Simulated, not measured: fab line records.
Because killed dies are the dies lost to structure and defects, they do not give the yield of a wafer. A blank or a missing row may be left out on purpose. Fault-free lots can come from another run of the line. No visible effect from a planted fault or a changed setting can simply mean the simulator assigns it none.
3 desks looking at one fault | flow n5 finfet | every desk sees just its own numbers, and what lay behind them comes last

== THE METROLOGY DESK ==
Lot by lot, what the gauges showed, no matter which tool ran the lot: averages of those sampled wafers that carry a number. Any lot whose mean is over 4 standard deviations away from the usual mean is out of limits and marked OUT; that distance is given in the brackets. 7 of its 10 readings are shown, namely those furthest out on some lot.
Columns: A = DIBL_N at N5_BEOL_M4_RC_MEAS_101, usual 36.5 mV/V; B = DIBL_P at N5_BEOL_M4_RC_MEAS_101, usual 36.5 mV/V; C = IOFF_P at N5_BEOL_M4_RC_MEAS_101, usual 0.22 nA/um; D = ION_N at N5_BEOL_M4_RC_MEAS_101, usual 677 uA/um; E = ION_P at N5_BEOL_M4_RC_MEAS_101, usual 463 uA/um; F = SS_P at N5_BEOL_M4_RC_MEAS_101, usual 73.3 mV/dec; G = VT_P at N5_BEOL_M4_RC_MEAS_101, usual -250 mV
lot  | first seen here | A    | B    | C    | D   | E   | F    | G
L860 | day 8 08:12     | 36.3 | 35.7 | 0.19 | 678 | 457 | 73.2 | -254
L861 | day 8 12:54     | 35.6 | 37.6 | 0.19 | 679 | 459 | 73.5 | -253
L862 | day 8 14:43     | 38.5 | 38.8 | 0.21 | 682 | 460 | 73.7 | -253
L864 | day 9 10:14     | 36.4 | 36.2 | 0.22 | 685 | 471 | 73.2 | -247
L875 | day 12 07:37    | 36.7 | 36.7 | 0.20 | 673 | 460 | 72.8 | -250
L876 | day 12 10:10    | 35.6 | 33.4 | 0.19 | 672 | 457 | 72.6 | -250
L878 | day 12 10:23    | 36.7 | 37.5 | 0.29 | 691 | 478 | 73.7 | -242
L877 | day 12 13:29    | 37.4 | 37.5 | 0.22 | 673 | 463 | 73.3 | -250
L880 | day 13 21:04    | 34.7 | 34.5 | 0.20 | 656 | 460 | 72.7 | -250
This desk's verdict: no lot among the 9 shows anything out of limits.

== THE DEFECT DESK ==
For each lot, the counts of the inspections along the route, averaged over the sampled wafers that have a number. Any lot whose mean is over 4 standard deviations away from the usual mean is out of limits and marked OUT; that distance is given in the brackets.
Columns: A = raw defect count at N5_STI_FIN_REVEAL_INSPECT_13, usual 12
lot  | first seen here | A
L860 | day 2 18:52     | 7
L861 | day 3 01:28     | 13
L862 | day 3 07:26     | 12
L864 | day 3 20:24     | 10
L875 | day 6 16:37     | 232 (+35) OUT
L876 | day 6 19:45     | 121 (+17) OUT
L877 | day 7 01:48     | 16
L878 | day 7 06:27     | 23
L880 | day 7 19:41     | 11
This desk's finding: out of limits on L875, L876; first on L875, day 6 16:37 (raw defect count at N5_STI_FIN_REVEAL_INSPECT_13). In limits: L860, L861, L862, L864, L877, L878, L880.

== FOR THE TOOL OWNER'S DESK: plasma asher-02 ==
The tool's own readings at N5_STI_FIN_REVEAL_OXIDATION_33 (chemistry O2 PLASMA REMOTE, time 20 s): means of the sampled wafers that have a number, for each lot that ran on this tool. Any lot whose mean is over 4 standard deviations away from the usual mean is out of limits and marked OUT; that distance is given in the brackets.
Columns: A = drypump motor current A at N5_STI_FIN_REVEAL_OXIDATION_33, usual 5.6 A; B = heater power w at N5_STI_FIN_REVEAL_OXIDATION_33, usual 143 W; C = o2 flow sccm at N5_STI_FIN_REVEAL_OXIDATION_33, usual 3001 sccm
lot  | first seen here | A   | B   | C
L862 | day 3 07:09     | 5.6 | 157 | 2998
L864 | day 3 20:08     | 5.6 | 155 | 3000
L875 | day 6 16:20     | 5.6 | 156 | 2994
L876 | day 6 19:28     | 5.3 | 143 | 2999
This desk's verdict: no lot among the 4 shows anything out of limits.

== BROUGHT TOGETHER ==
The defect desk could have raised an alarm at day 6 16:37, on L875, L876.
At the metrology desk, nothing out of limits was observed.
Nothing out of limits was seen by the tool owner's desk.
The metrology desk has L875, L876 on record, within its limits.
Tool owner's desk: L875, L876 on record, inside its limits.
Of the lots named, all ran N5_STI_FIN_REVEAL_OXIDATION_33 on plasma asher-02.

== WHAT THE SIMULATOR HAD PUT IN ==
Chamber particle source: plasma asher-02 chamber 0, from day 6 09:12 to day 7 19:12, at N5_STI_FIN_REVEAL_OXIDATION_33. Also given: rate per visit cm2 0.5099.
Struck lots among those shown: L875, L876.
Hours from the fault's start to each desk's first reading out of limits: the defect desk, 7.
